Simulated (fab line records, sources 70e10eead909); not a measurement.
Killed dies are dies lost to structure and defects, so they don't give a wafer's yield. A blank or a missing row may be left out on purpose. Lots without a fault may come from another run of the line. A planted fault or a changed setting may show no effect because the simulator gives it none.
A struck lot beside a sound one | flow nand_harc | 15 steps out of a route of 1159
Sound: wafers L825.1, L825.2, L825.4. Struck: wafers L827.2, L827.3, L827.4. The cause comes at the end.
At each step with rows: each side's tool, then ch and its chambers, then its first start. Under that, the readings that differ: sound wafers | struck wafers | difference of the means | sigmas: that difference in standard deviations of wafers without a fault.
alike: readings whose means differ by less than 2 such deviations, and words and numbers that are the same on both sides. not compared: withheld readings, readings that some wafer has no value for, bounds like >300 that may hide the same value, and numbers for which the record gives no deviation and whose values overlap.
The two part at a step that has a row with sigmas, a row that says differs or no value, or rows on one side only. Numbers that don't overlap but have no deviation are shown without sigmas and don't part them. A reading that every wafer of one side lacks parts them only if that side has two wafers or more.

NHARC_A_SGD_CUT_THK_MEAS_22: measures by ellipsometry.
  sound on film_metro-01, day 15 10:35; struck on film_metro-01, day 16 04:26
  alike: thk_nm
then, 2 steps without rows for these wafers: NHARC_A_SGD_CUT_SRD_23; NHARC_A_SGD_CUT_ETCH_26 (etches SiO2 in dHF, target depth 45.8 nm).
NHARC_A_SGD_CUT_ETCHBACK_24: etches the open film in CH3F/O2, target depth 50 nm, time 92.857 s.
  sound on rie_diel-01 ch 1,2,3, day 15 10:48; struck on rie_diel-01 ch 0,1,3, day 16 04:40
  reading                | sound | struck | difference | sigmas
  rf_hours_counter_h (h) | 1 1 1 | 2 3 2  | +1         |
  alike: drypump_motor_current_A, mfc_ar_sccm, oes_product_au, rf_vpp_V, showerhead_plenum_p_Torr, throttle_valve_pct
NHARC_A_SGD_CUT_STRIP_28: strips in O2, time 20 s.
  sound on rie_diel-01 ch 0,2,3; struck on rie_diel-01 ch 0,2,3
  reading                | sound | struck | difference | sigmas
  rf_hours_counter_h (h) | 1 1 1 | 2 2 2  | +1         |
  alike: drypump_motor_current_A, mfc_ar_sccm, oes_product_au, rf_vpp_V, showerhead_plenum_p_Torr, throttle_valve_pct
NHARC_A_SGD_CUT_INSPECT_25:
  sound on defect_inspect-01, day 15 11:02; struck on defect_inspect-01, day 16 04:55
  alike: raw_defect_count
NHARC_A_SLIT_DEP_25: deposits SiO2, target thk 200 nm.
  sound on pecvd-01 ch 0,1, day 15 11:09; struck on pecvd-02 ch 0,1, day 16 04:58
  alike: heater_power_w, throttle_valve_pct
  not compared: since_wet_clean_h
NHARC_A_SLIT_DEP_00: deposits aC, target thk 3200 nm.
  sound on acl_dep-01 ch 0, day 15 13:45; struck on acl_dep-03 ch 0, day 16 09:10
  alike: throttle_valve_pct
NHARC_A_SLIT_DEP_23: deposits SiON, target thk 100 nm.
  sound on pecvd-02 ch 0,1, day 15 15:45; struck on pecvd-04 ch 0,1,2, day 16 10:51
  alike: heater_power_w
  not compared: since_wet_clean_h
then, 3 steps without rows for these wafers: NHARC_A_SLIT_DEHYDRATE_01 (time 120 s); NHARC_A_SLIT_HMDS_02 (time 30 s); NHARC_A_SLIT_COAT_03 (resist thk 90 nm).
NHARC_A_SLIT_SOFTBAKE_04: time 55 s.
  sound on litho_track-06 ch 0, day 15 16:00; struck on litho_track-06 ch 0, day 16 11:00
  reading                  | sound                | struck               | difference | sigmas
  heater_power_total_W (W) | 188.65 188.59 188.43 | 195.66 195.66 195.80 | +7.15      | +51
then, 1 step without rows for these wafers: NHARC_A_SLIT_EBR_05.
-- the record jumps here: 5 days lie between the struck wafers' starts before and after (it left off in module A_SLIT and takes up again in module END, whose first step shown is number 1159 of the route) --
NHARC_END_SORT_01:
  sound on prober-01 ch 0, day 21 02:01; struck on prober-01 ch 0, day 21 12:06
  alike: killed_at_array, killed_at_other, killed_at_periphery, killed_dies, killed_open, killed_short

WHERE THEY PART
Only at NHARC_A_SLIT_SOFTBAKE_04, within this record. Later steps at which nothing parts them and some readings are alike: NHARC_END_SORT_01.

WHY: what the simulator had put in
Process parameter drift: litho_track-06, from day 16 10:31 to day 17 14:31, at NHARC_A_SLIT_SOFTBAKE_04. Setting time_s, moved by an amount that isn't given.
